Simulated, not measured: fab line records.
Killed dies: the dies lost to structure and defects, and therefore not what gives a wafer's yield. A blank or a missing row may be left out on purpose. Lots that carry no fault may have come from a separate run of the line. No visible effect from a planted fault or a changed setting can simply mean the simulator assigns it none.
Matching of chambers :: flow n5-finfet :: N5_BEOL_M13_ETCH_67 on rie-diel-02: 4 sister chambers
The step etches SiARC in CF4, target depth 143 nm, time 238.3 s. 16 wafers are shown with their chamber, then 8 later ones without.

== WAFERS PAIRED WITH THEIR CHAMBERS ==
wafer: L076.1
chamber: 3
drypump-motor-current-A (A): 6.2
showerhead-plenum-p-Torr (Torr): 2.09
throttle-valve-pct (%): 15.46

wafer: L076.4
chamber: 1
drypump-motor-current-A (A): 6.0
showerhead-plenum-p-Torr (Torr): 2.03
throttle-valve-pct (%): 15.68

wafer: L076.6
chamber: 0
drypump-motor-current-A (A): 5.3
showerhead-plenum-p-Torr (Torr): 2.13
throttle-valve-pct (%): 15.69

wafer: L080.2
chamber: 3
drypump-motor-current-A (A): 6.2
showerhead-plenum-p-Torr (Torr): 2.08
throttle-valve-pct (%): 15.47

wafer: L080.4
chamber: 1
drypump-motor-current-A (A): 6.0
showerhead-plenum-p-Torr (Torr): 2.03
throttle-valve-pct (%): 15.70

wafer: L080.5
chamber: 1
drypump-motor-current-A (A): 6.0
showerhead-plenum-p-Torr (Torr): 2.03
throttle-valve-pct (%): 15.71

wafer: L081.1
chamber: 0
drypump-motor-current-A (A): 5.2
showerhead-plenum-p-Torr (Torr): 2.13
throttle-valve-pct (%): 15.71

wafer: L081.4
chamber: 0
drypump-motor-current-A (A): 5.2
showerhead-plenum-p-Torr (Torr): 2.13
throttle-valve-pct (%): 15.71

wafer: L081.5
chamber: 3
drypump-motor-current-A (A): 6.2
showerhead-plenum-p-Torr (Torr): 2.08
throttle-valve-pct (%): 15.48

wafer: L084.1
chamber: 3
drypump-motor-current-A (A): 6.2
showerhead-plenum-p-Torr (Torr): 2.08
throttle-valve-pct (%): 15.49

wafer: L084.2
chamber: 1
drypump-motor-current-A (A): 6.0
showerhead-plenum-p-Torr (Torr): 2.02
throttle-valve-pct (%): 15.71

wafer: L084.5
chamber: 0
drypump-motor-current-A (A): 5.2
showerhead-plenum-p-Torr (Torr): 2.13
throttle-valve-pct (%): 15.73

wafer: L089.2
chamber: 0
drypump-motor-current-A (A): 5.2
showerhead-plenum-p-Torr (Torr): 2.12
throttle-valve-pct (%): 15.73

wafer: L089.4
chamber: 2
drypump-motor-current-A (A): 5.6
showerhead-plenum-p-Torr (Torr): 2.25
throttle-valve-pct (%): 15.66

wafer: L089.6
chamber: 3
drypump-motor-current-A (A): 6.2
showerhead-plenum-p-Torr (Torr): 2.08
throttle-valve-pct (%): 15.50

wafer: L091.1
chamber: 3
drypump-motor-current-A (A): 6.2
showerhead-plenum-p-Torr (Torr): 2.08
throttle-valve-pct (%): 15.51

SIGNATURES (averages over the wafers above)
reading: drypump-motor-current-A
chamber 0: 5.220
chamber 1: 6.000
chamber 2: 5.600
chamber 3: 6.200
scatter within a chamber: 0.0258

reading: showerhead-plenum-p-Torr
chamber 0: 2.1280
chamber 1: 2.0275
chamber 2: 2.2500
chamber 3: 2.0817
scatter within a chamber: 0.00446

reading: throttle-valve-pct
chamber 0: 15.7140
chamber 1: 15.7000
chamber 2: 15.6600
chamber 3: 15.4850
scatter within a chamber: 0.017
Rule: for a wafer and a chamber, the distance is found by dividing, reading by reading, the gap between the wafer's reading and the chamber's mean by the reading's scatter, squaring, summing and taking the root. If the next closest chamber is less than 2 further off than the closest, the wafer can't be placed; otherwise it belongs to the closest. How the scatter is found: for the shown wafers, subtract from each reading the mean of its chamber, square and add these, divide the total by (wafers less chambers), then take the root.

== WAFERS WITHOUT THEIR CHAMBER ==
wafer: L091.3
drypump-motor-current-A (A): 5.7
showerhead-plenum-p-Torr (Torr): 2.25
throttle-valve-pct (%): 15.66

wafer: L091.6
drypump-motor-current-A (A): 5.2
showerhead-plenum-p-Torr (Torr): 2.12
throttle-valve-pct (%): 15.74

wafer: L093.2
drypump-motor-current-A (A): 5.7
showerhead-plenum-p-Torr (Torr): 2.24
throttle-valve-pct (%): 15.68

wafer: L093.3
drypump-motor-current-A (A): 6.2
showerhead-plenum-p-Torr (Torr): 2.07
throttle-valve-pct (%): 15.55

wafer: L093.5
drypump-motor-current-A (A): 5.6
showerhead-plenum-p-Torr (Torr): 2.24
throttle-valve-pct (%): 15.67

wafer: L094.1
drypump-motor-current-A (A): 5.7
showerhead-plenum-p-Torr (Torr): 2.24
throttle-valve-pct (%): 15.66

wafer: L094.4
drypump-motor-current-A (A): 6.2
showerhead-plenum-p-Torr (Torr): 2.07
throttle-valve-pct (%): 15.55

wafer: L094.5
drypump-motor-current-A (A): 6.2
showerhead-plenum-p-Torr (Torr): 2.07
throttle-valve-pct (%): 15.53

== EACH ONE'S CHAMBER ==
wafer: L091.3
from the rows above: 2
in truth: 2

wafer: L091.6
from the rows above: 0
in truth: 0

wafer: L093.2
from the rows above: 2
in truth: 2

wafer: L093.3
from the rows above: 3
in truth: 3

wafer: L093.5
from the rows above: 2
in truth: 2

wafer: L094.1
from the rows above: 2
in truth: 2

wafer: L094.4
from the rows above: 3
in truth: 3

wafer: L094.5
from the rows above: 3
in truth: 3
8 of 8 placed correctly. Left unplaced by these rows: 0. Wrongly placed: 0.
